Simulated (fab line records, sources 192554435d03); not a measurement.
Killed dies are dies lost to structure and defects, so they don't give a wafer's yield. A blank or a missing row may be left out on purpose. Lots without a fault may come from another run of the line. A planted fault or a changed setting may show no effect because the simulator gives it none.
Split-lot experiment | flow n5_finfet | 7 lots, 21 wafers read, on a route of 1938 steps

THE SPLIT
At N5_PASSIVATION_ETCH_54 (etches SiO2 in CHF3/O2, target depth 880 nm, time 440 s), the setting source_w was moved away from the recipe's 650 W on 5 of the 21 wafers read, by -17.5% to +11.2%. The other wafers ran this setting at the recipe's value.

The reading is taken at the split's own step.

THE READING
etch.depth_nm (the simulator's own value, which no gauge read), in nm, at N5_PASSIVATION_ETCH_54 (etches SiO2 in CHF3/O2, target depth 880 nm, time 440 s). The file gives no usual value for it. The 16 wafers here that ran the recipe average 881.9 nm, standard deviation 13 nm.

wafer  | tool, chamber at the split | source_w as run, W | against the recipe | etch.depth_nm, nm | against lot-mates on the recipe
L077.1 | rie_diel-04, 1             | 650                | recipe             | 918.2             | -
L077.3 | rie_diel-04, 3             | 650                | recipe             | 880.4             | -
L077.4 | rie_diel-04, 2             | 650                | recipe             | 893.7             | -
L078.1 | rie_diel-06, 0             | 650                | recipe             | 879.8             | -
L078.2 | rie_diel-06, 3             | 650                | recipe             | 882.7             | -
L078.4 | rie_diel-06, 3             | 722.7              | +11.2%             | 921.7             | +40.5
L079.1 | rie_diel-05, 1             | 536.3              | -17.5%             | 835.2             | -52.9
L079.2 | rie_diel-05, 2             | 650                | recipe             | 874               | -
L079.6 | rie_diel-05, 1             | 650                | recipe             | 902.2             | -
L082.2 | rie_diel-06, 3             | 650                | recipe             | 877.6             | -
L082.4 | rie_diel-06, 2             | 650                | recipe             | 882.5             | -
L082.5 | rie_diel-06, 3             | 650                | recipe             | 878.6             | -
L083.1 | rie_diel-04, 0             | 650                | recipe             | 865               | -
L083.2 | rie_diel-04, 2             | 650                | recipe             | 882.1             | -
L083.6 | rie_diel-04, 3             | 694                | +6.8%              | 882               | +8.5
L087.1 | rie_diel-06, 1             | 650                | recipe             | 881.9             | -
L087.2 | rie_diel-06, 3             | 650                | recipe             | 882.7             | -
L087.4 | rie_diel-06, 1             | 580.3              | -10.7%             | 846.4             | -35.9
L089.1 | rie_diel-04, 2             | 650                | recipe             | 869.3             | -
L089.2 | rie_diel-04, 0             | 607                | -6.6%              | 839.3             | -25.5
L089.4 | rie_diel-04, 3             | 650                | recipe             | 860.4             | -

THE FIT
A straight line over all 21 wafers: etch.depth_nm changes by +2.99 nm for each +1% of source_w; r = +0.77; the points scatter about the line by 14 nm.
The same after taking each lot's own level away (the mean of its wafers on the recipe; 21 wafers): +3.11 nm for each +1%; r = +0.89; scatter 9 nm.
On that fit, the largest move of source_w shifts the reading by 54 nm.
The lots' own levels span 864.85 to 897.43 nm, that is 2.4 times the standard deviation above.
So the lot-to-lot level blurs the effect unless lot-mates are compared.
Check: with one of the wafers moved furthest among these (-17.5%) left out of the fit, the line predicts -57.2 nm for it against its lot-mates. It came out at -52.9 nm against them.

OTHER SPLITS ON THESE WAFERS
These wafers also went through other splits before the reading. Each is held against what the fit with the lots' levels taken away leaves over:
other split on the same wafers   | wafers away from the commonest value | r with etch.depth_nm (lot level and that fit taken away)
N5_BEOL_M14_COAT_04 spin_rpm     | 11                                   | -0.24
N5_BEOL_M15_COAT_22 spin_rpm     | 4                                    | -0.23
N5_PASSIVATION_EXPOSE_07 dose_mj | 7                                    | +0.06

THE WHOLE CHAIN: every reading that the file lists as answering this split, in the file's order
step                   | what it does                                            | reading                                                                       | change (the file's fit)              | r (the file's)
N5_PASSIVATION_ETCH_54 | etches SiO2 in CHF3/O2, target depth 880 nm, time 440 s | PASSIVATION.feature_depth_nm (the simulator's own value, which no gauge read) | +3.13 nm for each +1% of the setting | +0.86
N5_PASSIVATION_ETCH_54 | etches SiO2 in CHF3/O2, target depth 880 nm, time 440 s | etch.depth_nm (the simulator's own value, which no gauge read)                | +3.13 nm for each +1% of the setting | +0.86

THE FILE'S OWN FIT
etch.depth_nm changes by +3.13 nm for each +1% of source_w, r = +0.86.
